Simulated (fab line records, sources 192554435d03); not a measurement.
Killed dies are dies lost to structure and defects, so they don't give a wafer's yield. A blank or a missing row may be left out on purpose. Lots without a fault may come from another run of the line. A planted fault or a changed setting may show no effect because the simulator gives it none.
fab line records | flow n5_finfet
record lots=4 wafers=12 last_day=17
route steps=1938 shown BEOL_M0@746 BEOL_M1@751 BEOL_M4@1111
lots that met no fault: from a run of the same line without faults
start_h: hours from the record's first day to the start of the lot's first wafer shown | wait_h: hours since the lot's step before | " the same as in the row above | L1.1+2: a row that stands for several wafers | - no value, or no start given | * or withheld: withheld | < > ~ a bound
route shown NAME@n: a module of which the file shows steps, and the number in the route of the first | usual: mean/standard deviation of fault-free wafers | same: alike in all rows | chamber/n: place in a boat | sites: the reading at each site | _std_site: their standard deviation | _edge_site: outer sites' mean less inner sites' | radius_mm: how far each site lies from the wafer's centre | mask NAME#n: copy n | behind: the tool/chamber that last shaped the wafer | hold: why the lot was held/for how many hours/how that ended | device: the transistor (n, p or np) that didn't switch | end of line: the same wafers' tests at the end of the route | a step without rows: its recipe alone | killed: dies lost to structure and defects at the first sort, not the wafer's yield | map: a wafer's dies, x killed, . not, _ none there
set.NAME: the setting as run; set.NAME@STEP: as run at that earlier step | model.NAME: the simulator's own value behind a step, which no gauge read
lots at some steps of the route; a table a step, a row a wafer
services: from which hour (start_h, from the record's first day; less than 0 if before it) a tool's chamber was out of use, for how many hours, and why
## steps
# step N5_BEOL_M0_CO_CAP_123
# recipe material=Co target_thk_a=20 temp_c=200 precursor=CCTBA/H2 pressure_torr=30 time_s=102.1
# step N5_BEOL_M0_PRE_CLEAN_124
# recipe gas=NH3 time_s=15 temp_c=withheld rf_power_w=300
# step N5_BEOL_M0_DEP_125
# recipe material=SiCN target_thk_a=80 temp_c=withheld precursor=3MS/NH3 pressure_torr=3 rf_w=202 time_s=14
# step N5_BEOL_M1_ILD_DEP_00
# recipe material=SiOC target_thk_a=790 temp_c=350 precursor=DEMS/O2 pressure_torr=5 rf_w=500 time_s=15.3
# step N5_BEOL_M1_PECVD_72
# recipe material=SiO2 target_thk_a=160 temp_c=400 precursor=TEOS/O2 pressure_torr=5.5 rf_w=450 teos_flow_sccm=53.8 gas=O2 flow_sccm=3000 time_s=18
# step N5_BEOL_M1_HM_DEP_02
# recipe material=TiN target_thk_a=200 temp_c=25 chamber_pressure_pa=0.49996
# step N5_BEOL_M1_COAT_61
# recipe resist=SOC temp_c=250 time_s=60 spin_rpm=1500 resist_thk_nm=60
# step N5_BEOL_M1_COAT_62
# recipe resist=SiARC temp_c=220 time_s=60 spin_rpm=1500 resist_thk_nm=12
# step N5_BEOL_M1_COAT_73
# recipe resist=underlayer temp_c=205 time_s=60 spin_rpm=1500 resist_thk_nm=5
# step N5_BEOL_M1_COAT_05
# recipe resist=CAR-EUV spin_rpm=1500 resist_thk_nm=30
# usual spin_speed_rpm=1500.0/0.92
# columns lot.wafer tool chamber start_h wait_h spin_speed_rpm model.CAR-EUV_of_BEOL_M1_COAT_05.thk_nm
L889.1 litho_track-01 0 149.59 - 1418.7 30.8
L889.3 " 0 " " 1419.6 30.8
L889.4 " 0 " " 1416.6 30.8
L890.1 litho_track-01 0 168.61 - 1420.1 30.8
L890.4 " 0 " " 1418.4 31
L890.5 " 0 " " 1420.2 30.8
L903.2 litho_track-01 0 242.64 - 1499.6 30
L903.3 " 0 " " 1499.5 30
L903.6 " 0 " " 1500.2 30
L905.1 litho_track-05 0 247.39 - 1498.8 30
L905.5 " 0 " " 1500.2 30
L905.6 " 0 " " 1498.3 30
# step N5_BEOL_M1_EBR_07
# recipe solvent=PGMEA ebr_width_mm=1.5
# step N5_BEOL_M1_SOFTBAKE_06
# recipe temp_c=110 time_s=60 resist=CAR-EUV
# step N5_BEOL_M1_EXPOSE_08
# recipe mask_id=M1 na=0.33 source_shape=dipole sigma_inner=0.369 sigma_outer=0.767 polarization=unpolarized dose_mj=33
# step N5_BEOL_M1_PEB_09
# recipe peb_temp_c=100 peb_time_s=60 resist=CAR-EUV
# step N5_BEOL_M1_DEVELOP_10
# recipe develop_time_s=30 developer=TMAH resist=CAR-EUV rinse_liquid=surfactant_rinse dry=air_spin dev_temp_c=23
# step N5_BEOL_M1_DESCUM_16
# recipe chemistry=O2 time_s=7 source_power_w=50 bias_power_w=20 pressure_mtorr=20 rf_frequency_hz=2.712e+07 temp_c=40 resist=CAR-EUV o2_flow_sccm=225
# step N5_BEOL_M1_ETCH_74
# recipe chemistry=N2/H2 target=underlayer target_depth_a=65 mask_material=CAR-EUV time_s=5.2 ion_energy_ev=200 pressure_mtorr=30 source_w=840 bias_w=150 n2_flow_sccm=200 h2_flow_sccm=200 ends=cleared
# step N5_BEOL_M1_ETCH_63
# recipe chemistry=CF4 target=SiARC target_depth_a=156 mask_material=CAR-EUV time_s=26 ion_energy_ev=80 pressure_mtorr=40 source_w=545 bias_w=36 Ar_flow_sccm=100 cf4_flow_sccm=100 ends=cleared
# usual drypump_motor_current_A=5.6/0.41 etch_rf_on_time_s=26.1/0.68 oes_product_au=0.64/0.056 rf_vpp_V=184.1/1.1 showerhead_plenum_p_Torr=2.14/0.05 throttle_valve_pct=15.69/0.17
# columns lot.wafer tool chamber start_h wait_h drypump_motor_current_A etch_rf_on_time_s oes_product_au rf_hours_counter_h rf_vpp_V showerhead_plenum_p_Torr throttle_valve_pct model.CAR-EUV_of_BEOL_M1_COAT_05.thk_nm
L889.1 rie_diel-03 2 150.18 0.0 5.1 26.7 0.57 240 185.8 2.20 15.64 12
L889.3 " 1 " " 5.1 25.8 0.66 144 182.8 2.15 15.66 12
L889.4 " 3 " " 5.6 25.0 0.66 151 184.3 2.23 15.94 12
L890.1 rie_diel-04 1 169.16 0.0 5.5 25.8 0.68 109 183.8 2.15 15.88 12
L890.4 " 1 " " 5.5 25.6 0.69 - 184.9 2.15 15.87 12
L890.5 " 0 " " 6.2 24.9 0.64 - 182.9 2.14 15.69 12
L903.2 rie_diel-05 2 243.07 0.0 5.3 26.2 0.62 195 182.6 2.12 15.53 11.2
L903.3 " 0 " " 5.8 25.7 0.62 206 184.1 2.21 15.80 11.2
L903.6 " 2 " " 5.2 26.3 0.61 - 185.1 2.12 15.55 11
L905.1 rie_diel-03 2 247.82 0.0 5.1 25.8 0.80 13 184.9 2.19 15.22 11
L905.5 " 3 " " 5.6 25.3 0.64 - 186.9 2.22 15.99 11.2
L905.6 " 2 " " 5.1 25.7 0.80 - 183.1 2.19 15.24 11.2
# step N5_BEOL_M1_ETCH_64
# recipe chemistry=N2/H2 target=SOC target_depth_a=750 overetch_a=150 mask_material=SiARC temp_c=40 time_s=112.5 ion_energy_ev=200 pressure_mtorr=30 source_w=840 bias_w=150 n2_flow_sccm=200 h2_flow_sccm=200
# step N5_BEOL_M4_RC_MEAS_101
# usual DIBL_N=36.2/1.6 DIBL_P=36.1/2 IOFF_N=0.16/0.032 IOFF_P=0.22/0.036 ION_N=672/11 ION_P=463/7.5 SS_N=71.4/0.58 SS_P=73.2/0.67 VT_N=250/3.3 VT_P=-250/3.3
# columns lot.wafer tool chamber start_h wait_h DIBL_N[mV/V] DIBL_P[mV/V] IOFF_N[nA/um] IOFF_P[nA/um] ION_N[uA/um] ION_P[uA/um] SS_N[mV/dec] SS_P[mV/dec] VT_N[mV] VT_P[mV]
L889.1 prober-01 0 200.38 0.0 40.1 39.0 0.25 0.27 700 474 72.1 73.9 242 -247
L889.3 " 0 " " 34.9 34.1 0.13 0.19 671 463 71.4 72.9 252 -253
L889.4 " 0 " " 34.5 33.0 0.13 0.18 664 456 71.1 72.2 251 -249
L890.1 prober-02 0 217.67 0.0 36.8 37.5 0.16 0.21 684 466 71.2 72.8 250 -251
L890.4 " 0 " " 35.6 36.2 0.14 0.18 669 458 71.4 73.0 252 -254
L890.5 " 0 " " 35.2 34.5 0.13 0.17 664 460 71.5 71.7 255 -255
L905.1 prober-02 0 294.82 0.0 34.8 34.8 0.14 0.20 667 461 70.8 72.5 252 -248
L905.5 " 0 " " 36.3 34.7 0.16 0.19 667 459 72.1 73.4 253 -250
L905.6 " 0 " " 35.2 34.6 0.13 0.19 668 463 71.0 73.1 254 -248
L903.2 prober-02 0 317.48 0.2 39.6 37.8 0.25 0.23 679 459 73.6 73.9 245 -249
L903.3 " 0 " " 38.6 37.9 0.20 0.24 666 453 72.5 74.0 249 -250
L903.6 " 0 " " 37.0 36.2 0.18 0.20 673 454 72.5 73.8 246 -253
## services
# columns tool chamber start_h hours kind
rie_diel-04 3 164.80 1.4 repair
rie_diel-03 2 186.93 - clean
rie_diel-03 2 186.93 - consumable_replace:focus_ring
rie_diel-03 2 186.93 16.4 scheduled_down
rie_diel-03 2 186.93 16.4 vent_cycle
rie_diel-03 1 194.09 2.4 repair
rie_diel-04 3 230.43 - clean
rie_diel-04 3 230.43 - consumable_replace:focus_ring
rie_diel-04 3 230.43 24.4 scheduled_down
rie_diel-04 3 230.43 24.4 vent_cycle
rie_diel-03 1 238.76 4.5 repair
## key
first_sign step=N5_BEOL_M1_COAT_05 reading=spin_speed_rpm direction=down sigmas=88 usual=* struck=*
effect none on later readings
model_effect step=N5_BEOL_M1_COAT_05 value=CAR-EUV_of_BEOL_M1_COAT_05.thk_nm without=29.97 struck=30.83
model_effect step=N5_BEOL_M1_ETCH_63 value=CAR-EUV_of_BEOL_M1_COAT_05.thk_nm without=11.1 struck=12
met_at N5_BEOL_M1_COAT_05
struck_wafers L889.1,L889.3,L889.4,L890.1,L890.4,L890.5
fault kind=process_parameter_drift tool=litho_track-01 chamber=- onset_h=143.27 steps=N5_BEOL_M1_COAT_05 channel=spin_rpm offset=* shape=step end_h=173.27 acts_in=* stated=*
